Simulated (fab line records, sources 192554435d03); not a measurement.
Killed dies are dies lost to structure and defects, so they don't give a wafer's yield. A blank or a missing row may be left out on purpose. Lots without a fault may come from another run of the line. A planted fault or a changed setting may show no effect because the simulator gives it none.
fab line records | flow n5_finfet | part 2 of 2: steps 25 to 33 of 33
record lots=5 wafers=15 last_day=19
route steps=1938 shown BEOL_M13@1680
lots that met no fault: from a run of the same line without faults
start_h: hours from the record's first day to the start of the lot's first wafer shown | wait_h: hours since the lot's step before | " the same as in the row above | L1.1+2: a row that stands for several wafers | - no value, or no start given | * or withheld: withheld | < > ~ a bound
route shown NAME@n: a module of which the file shows steps, and the number in the route of the first | usual: mean/standard deviation of fault-free wafers | same: alike in all rows | chamber/n: place in a boat | sites: the reading at each site | _std_site: their standard deviation | _edge_site: outer sites' mean less inner sites' | radius_mm: how far each site lies from the wafer's centre | mask NAME#n: copy n | behind: the tool/chamber that last shaped the wafer | hold: why the lot was held/for how many hours/how that ended | device: the transistor (n, p or np) that didn't switch | end of line: the same wafers' tests at the end of the route | a step without rows: its recipe alone | killed: dies lost to structure and defects at the first sort, not the wafer's yield | map: a wafer's dies, x killed, . not, _ none there
set.NAME: the setting as run; set.NAME@STEP: as run at that earlier step | model.NAME: the simulator's own value behind a step, which no gauge read
lots at some steps of the route; a table a step, a row a wafer
services: from which hour (start_h, from the record's first day; less than 0 if before it) a tool's chamber was out of use, for how many hours, and why
## steps
# step N5_BEOL_M13_PRE_CLEAN_42
# recipe gas=H2/He time_s=30 temp_c=250
# usual heater_power_w=342/25 susceptor_temp_C=249.99/0.17
# columns lot.wafer tool chamber start_h wait_h heater_power_w susceptor_temp_C
L074.3 pvd_sputter-03 - 242.10 0.0 356 250.16
L074.4 " - " " 342 249.88
L074.5 " - " " 338 249.92
L079.2 pvd_sputter-02 - 278.06 0.0 401 250.04
L079.5 " - " " 400 250.07
L079.6 " - " " 336 250.15
L083.2 pvd_sputter-03 - 315.06 0.0 339 250.09
L083.3 " - " " 332 249.72
L083.6 " - " " 356 249.81
L088.2 pvd_sputter-02 - 359.63 0.0 345 250.03
L088.4 " - " " 413 250.25
L088.6 " - " " 316 249.98
L097.1 pvd_sputter-03 - 417.96 0.0 357 249.91
L097.3 " - " " 334 249.87
L097.5 " - " " 335 250.11
# step N5_BEOL_M13_SPUTTER_43
# recipe material=TaN target_thk_a=150 temp_c=50 bias_v=168.6 power_w=15000 chamber_pressure_pa=0.12 time_s=24.19
# usual cathode_dc_power_W=15000/2.7 susceptor_temp_C=49.99/0.11 throttle_valve_pct=29.3/1.2
# columns lot.wafer tool chamber start_h wait_h cathode_dc_power_W susceptor_temp_C throttle_valve_pct
L074.3 pvd_sputter-03 - 242.14 0.0 15000 49.94 30.1
L074.4 " - " " 14999 50.09 28.8
L074.5 " - " " 14999 49.95 28.9
L079.2 pvd_sputter-02 - 278.10 0.0 15007 50.11 28.4
L079.5 " - " " 15003 49.94 28.6
L079.6 " - " " 14998 50.00 30.4
L083.2 pvd_sputter-03 - 315.10 0.0 14999 50.15 29.0
L083.3 " - " " 15002 50.19 30.1
L083.6 " - " " 14998 50.05 29.9
L088.2 pvd_sputter-02 - 359.67 0.0 15000 49.96 30.4
L088.4 " - " " 15007 50.06 28.5
L088.6 " - " " 15002 49.95 30.5
L097.1 pvd_sputter-03 - 418.00 0.0 15002 50.01 29.8
L097.3 " - " " 15000 49.96 30.0
L097.5 " - " " 15003 49.90 29.0
# step N5_BEOL_M13_SPUTTER_44
# recipe material=Ta target_thk_a=100 temp_c=50 bias_v=80 power_w=15000 chamber_pressure_pa=0.07 time_s=16.13
# usual cathode_dc_power_W=15000/2.5 susceptor_temp_C=50.00/0.11 throttle_valve_pct=29.3/1.2
# columns lot.wafer tool chamber start_h wait_h cathode_dc_power_W susceptor_temp_C throttle_valve_pct
L074.3 pvd_sputter-03 - 242.22 0.0 15001 49.96 30.0
L074.4 " - " " 15000 50.06 29.3
L074.5 " - " " 15000 50.02 29.2
L079.2 pvd_sputter-02 - 278.18 0.0 14998 50.12 28.4
L079.5 " - " " 15001 50.20 28.6
L079.6 " - " " 14998 50.00 30.4
L083.2 pvd_sputter-03 - 315.18 0.0 14998 50.25 28.9
L083.3 " - " " 14999 49.90 30.2
L083.6 " - " " 14999 50.04 29.8
L088.2 pvd_sputter-02 - 359.75 0.0 15002 50.10 30.2
L088.4 " - " " 14998 49.94 28.6
L088.6 " - " " 14998 49.79 30.3
L097.1 pvd_sputter-03 - 418.08 0.0 14996 50.04 29.9
L097.3 " - " " 15001 50.10 30.2
L097.5 " - " " 15006 49.84 28.8
# step N5_BEOL_M13_SPUTTER_45
# recipe material=Cu target_thk_a=800 temp_c=-20 bias_v=60 power_w=26000 chamber_pressure_pa=0.13 time_s=13.33
# usual cathode_dc_power_W=26000/5.1 susceptor_temp_C=-19.98/0.11 throttle_valve_pct=29.3/1.2
# columns lot.wafer tool chamber start_h wait_h cathode_dc_power_W susceptor_temp_C throttle_valve_pct
L074.3 pvd_sputter-03 - 242.30 0.0 26000 -19.88 29.7
L074.4 " - " " 26002 -20.02 29.0
L074.5 " - " " 26002 -19.83 29.3
L079.2 pvd_sputter-02 - 278.26 0.0 26000 -19.94 28.4
L079.5 " - " " 25998 -19.89 28.1
L079.6 " - " " 26000 -19.95 30.3
L083.2 pvd_sputter-03 - 315.26 0.0 25994 -19.99 28.9
L083.3 " - " " 25998 -19.92 29.8
L083.6 " - " " 26012 -20.01 29.9
L088.2 pvd_sputter-02 - 359.83 0.0 26003 -20.01 30.7
L088.4 " - " " 26007 -19.87 28.4
L088.6 " - " " 26001 -20.01 30.4
L097.1 pvd_sputter-03 - 418.16 0.0 26003 -19.93 30.2
L097.3 " - " " 25993 -19.95 29.6
L097.5 " - " " 26006 -19.87 29.1
# step N5_BEOL_M13_ECD_47
# recipe material=Cu target_thk_a=9360
# columns lot.wafer tool chamber start_h wait_h
L074.3+4+5 ecd_cu-01 0,1,1 242.47 0.1
L079.2+5+6 ecd_cu-02 1,1,0 278.37 0.1
L083.2+3+6 ecd_cu-02 1,1,0 315.38 0.1
L088.2+4+6 ecd_cu-02 1,0,0 359.95 0.1
L097.1+3+5 ecd_cu-01 0,1,0 418.27 0.1
# step N5_BEOL_M13_ANNEAL_48
# recipe temp_c=225 time_s=90 ambient=N2
# usual wafer_temp_C_max=226.1/0.39
# columns lot.wafer tool chamber start_h wait_h wafer_temp_C_max
L074.3 rtp_anneal-01 0 243.14 0.6 225.7
L074.4 " 0 " " 226.0
L074.5 " 0 " " 225.5
L079.2 rtp_anneal-01 0 278.58 0.2 225.5
L079.5 " 0 " " 225.7
L079.6 " 0 " " 225.6
L083.2 rtp_anneal-01 0 315.64 0.2 226.3
L083.3 " 0 " " 226.4
L083.6 " 0 " " 226.0
L088.2 rtp_anneal-02 0 360.23 0.2 226.3
L088.4 " 0 " " 226.2
L088.6 " 0 " " 226.4
L097.1 rtp_anneal-01 0 418.80 0.5 225.7
L097.3 " 0 " " 225.8
L097.5 " 0 " " 225.8
# step N5_BEOL_M13_CMP_49
# recipe stop_on=SiOC t_overpolish_s=17.1 down_force_psi=1 platen_rpm=50 clearing_platen_down_force_psi=1.5 clearing_platen_rpm=50 post_cmp_clean=cu_alkaline target_thk_nm=420 clearing_platen_pad_velocity_m_s=0.99484 pad_velocity_m_s=0.99484
# usual barrier_field_endpoint_s=30.5/0.97 motor_current_A=5.9/0.58 overpolish_run_s=17.101/0.0086
# columns lot.wafer tool chamber start_h wait_h barrier_field_endpoint_s motor_current_A overpolish_run_s
L074.4 cmp-01 0 243.40 0.2 30.6 6.4 17.104
L074.3 " 1 " " 31.9 5.4 17.090
L074.5 " 0 " " 30.6 6.4 17.106
L079.2 cmp-01 3 278.83 0.2 30.2 5.8 17.093
L079.5 " 3 " " 29.4 5.6 17.100
L079.6 " 0 " " 29.7 6.6 17.102
L083.2 cmp-01 3 316.12 0.4 29.5 5.8 17.105
L083.3 " 0 " " 28.9 6.6 17.108
L083.6 " 0 " " 29.2 6.3 17.100
L088.4 cmp-03 3 360.48 0.1 29.7 5.4 17.106
L088.2 " 0 " " 30.5 5.6 17.101
L088.6 " 3 " " 29.7 5.4 17.100
L097.3 cmp-03 1 419.17 0.2 31.4 6.6 17.103
L097.1 " 2 " " 29.5 6.2 17.088
L097.5 " 3 " " 30.8 5.5 17.101
# step N5_BEOL_M13_THK_MEAS_50
# recipe thk_meas_gauge=xrf reads=Cu_of_BEOL_M13_ECD_47
# usual M13_THK=423/11
# columns lot.wafer tool chamber start_h wait_h M13_THK[nm]
L074.3 film_metro-02 - 243.66 - 421
L074.4 " - " " 417
L074.5 " - " " 424
L079.2 film_metro-01 - 279.13 - 414
L079.5 " - " " 414
L079.6 " - " " 416
L083.2 film_metro-01 - 316.41 - 440
L083.3 " - " " 422
L083.6 " - " " 418
L088.2 film_metro-01 - 360.78 - 434
L088.4 " - " " 429
L088.6 " - " " 408
L097.1 film_metro-01 - 419.39 - 410
L097.3 " - " " 433
L097.5 " - " " 413
# step N5_BEOL_M13_PRE_CLEAN_52
# recipe gas=NH3 time_s=15 temp_c=withheld rf_power_w=300
# columns lot.wafer tool chamber start_h wait_h
L074.3+4+5 pecvd-03 0,0,2 243.70 0.0
L079.2+5+6 pecvd-04 1,2,0 279.17 0.0
L083.2+3+6 pecvd-03 0,1,1 316.45 0.0
L088.2+4+6 pecvd-04 1,0,1 360.82 0.0
L097.1+3+5 pecvd-04 2,0,0 419.43 0.0
## services
# columns tool chamber start_h hours kind
rie_diel-06 3 216.58 5.0 repair
cmp-03 - 235.46 3.2 repair
rie_diel-06 1 240.99 8.6 repair
rtp_anneal-01 - 244.32 0.9 pm
krf_scanner-02 - 247.92 1.8 repair
wet_bench-03 - 249.23 1.5 repair
ecd_cu-01 - 254.51 8.4 pm
krf_scanner-02 - 269.82 1.0 pm
wet_bench-04 - 273.43 4.0 repair
cmp-01 - 273.51 0.9 repair
krf_scanner-02 - 273.73 0.8 pm
pecvd-03 2 282.52 4.5 repair
cmp-03 - 283.89 7.5 pm
krf_scanner-02 - 291.61 0.5 repair
cmp-01 - 318.87 1.8 repair
rie_diel-06 1 319.92 6.7 repair
wet_bench-04 - 334.87 4.4 pm
rie_diel-06 3 357.07 4.4 repair
rie_diel-05 2 361.93 29.1 repair
krf_scanner-02 - 368.28 1.3 pm
plasma_asher-02 - 371.90 14.6 pm
plasma_asher-02 - 386.50 2.8 pm
cmp-01 - 391.69 3.3 repair
plasma_asher-02 - 403.44 0.7 repair
